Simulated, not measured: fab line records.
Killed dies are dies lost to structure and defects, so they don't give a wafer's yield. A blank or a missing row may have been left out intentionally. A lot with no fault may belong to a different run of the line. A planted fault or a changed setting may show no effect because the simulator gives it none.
Chamber matching :: flow n5 finfet :: 4 sister chambers for N5_MOL_CONTACT_COAG_ETCH_124 on rie diel-04
The step etches SiNx in CH3F/O2, stops on SiOC, target depth 6.5 nm. 4 wafers are shown with their chamber, then 10 later ones without.

## WAFERS WITH THEIR CHAMBER
wafer: L089.1
chamber: 2
drypump motor current A (A): 6.0

wafer: L089.3
chamber: 0
drypump motor current A (A): 6.1

wafer: L093.2
chamber: 1
drypump motor current A (A): 5.1

wafer: L093.4
chamber: 3
drypump motor current A (A): 5.5

## WAFERS MISSING THEIR CHAMBER
wafer: L093.5
drypump motor current A (A): 5.2

wafer: L095.2
drypump motor current A (A): 5.1

wafer: L095.5
drypump motor current A (A): 5.5

wafer: L095.6
drypump motor current A (A): 6.1

wafer: L096.2
drypump motor current A (A): 5.1

wafer: L096.4
drypump motor current A (A): 6.0

wafer: L096.5
drypump motor current A (A): 5.5

wafer: L097.3
drypump motor current A (A): 5.1

wafer: L097.4
drypump motor current A (A): 5.5

wafer: L097.5
drypump motor current A (A): 5.1

## THE CHAMBER EACH PASSED THROUGH
wafer: L093.5
from the rows above: 1
in truth: 1

wafer: L095.2
from the rows above: 1
in truth: 1

wafer: L095.5
from the rows above: 3
in truth: 3

wafer: L095.6
from the rows above: 0
in truth: 0

wafer: L096.2
from the rows above: 1
in truth: 1

wafer: L096.4
from the rows above: 2
in truth: 2

wafer: L096.5
from the rows above: 3
in truth: 3

wafer: L097.3
from the rows above: 1
in truth: 1

wafer: L097.4
from the rows above: 3
in truth: 3

wafer: L097.5
from the rows above: 1
in truth: 1
10 of 10 placed correctly. Number that these rows cannot place: 0. Wrongly placed: 0.
How it was worked out, from the rows above alone: a wafer's distance from a chamber is the root of the sum, over the readings, of the square of ((its reading less the chamber's mean) divided by the reading's scatter). The wafer belongs to the nearest chamber; if the next one is less than 2 further off, it can't be placed. The mean given for a chamber averages the wafers shown for that chamber. The scatter: with one shown wafer a chamber, the root of the mean of the squares of how far each hidden wafer lies from its nearest shown one.
